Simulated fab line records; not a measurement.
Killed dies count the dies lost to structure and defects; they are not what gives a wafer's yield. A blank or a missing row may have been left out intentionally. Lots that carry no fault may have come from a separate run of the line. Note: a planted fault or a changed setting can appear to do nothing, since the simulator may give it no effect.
Matching of chambers :: flow n5Finfet :: N5_FIN_SAQP_MANDREL2_REMOVE_60 on rieSi-03 has 4 sister chambers
The step chemistry HBr/Cl2/O2, target a-Si, stops on SiNx, bt time 10 s. 4 wafers are shown with their chamber, then 7 later ones without.

## EACH WAFER AND ITS CHAMBER
wafer: L081.1
chamber: 1
drypumpMotorCurrentA (A): 6.8

wafer: L082.6
chamber: 0
drypumpMotorCurrentA (A): 5.9

wafer: L087.2
chamber: 3
drypumpMotorCurrentA (A): 6.2

wafer: L087.4
chamber: 2
drypumpMotorCurrentA (A): 5.7

## WAFERS WITHOUT THEIR CHAMBER
wafer: L087.6
drypumpMotorCurrentA (A): 5.9

wafer: L091.1
drypumpMotorCurrentA (A): 6.2

wafer: L091.2
drypumpMotorCurrentA (A): 6.7

wafer: L091.3
drypumpMotorCurrentA (A): 5.7

wafer: L095.4
drypumpMotorCurrentA (A): 6.7

wafer: L095.5
drypumpMotorCurrentA (A): 6.7

wafer: L095.6
drypumpMotorCurrentA (A): 5.9

## EACH ONE'S CHAMBER
wafer: L087.6
from the rows above: 0
in truth: 0

wafer: L091.1
from the rows above: 3
in truth: 3

wafer: L091.2
from the rows above: 1
in truth: 1

wafer: L091.3
from the rows above: 2
in truth: 2

wafer: L095.4
from the rows above: 1
in truth: 1

wafer: L095.5
from the rows above: 1
in truth: 1

wafer: L095.6
from the rows above: 0
in truth: 0
Correctly placed: 7 of 7. From these rows, 0 cannot be placed. Number placed wrongly: 0.
How it was worked out, from the rows above alone: a wafer's distance from a chamber is the root of the sum, over the readings, of the square of ((its reading less the chamber's mean) divided by the reading's scatter). The wafer belongs to the nearest chamber; if the next one is less than 2 further off, it can't be placed. For every chamber, the mean is computed from those of its wafers that are shown. The scatter: with one shown wafer a chamber, the root of the mean of the squares of how far each hidden wafer lies from its nearest shown one.
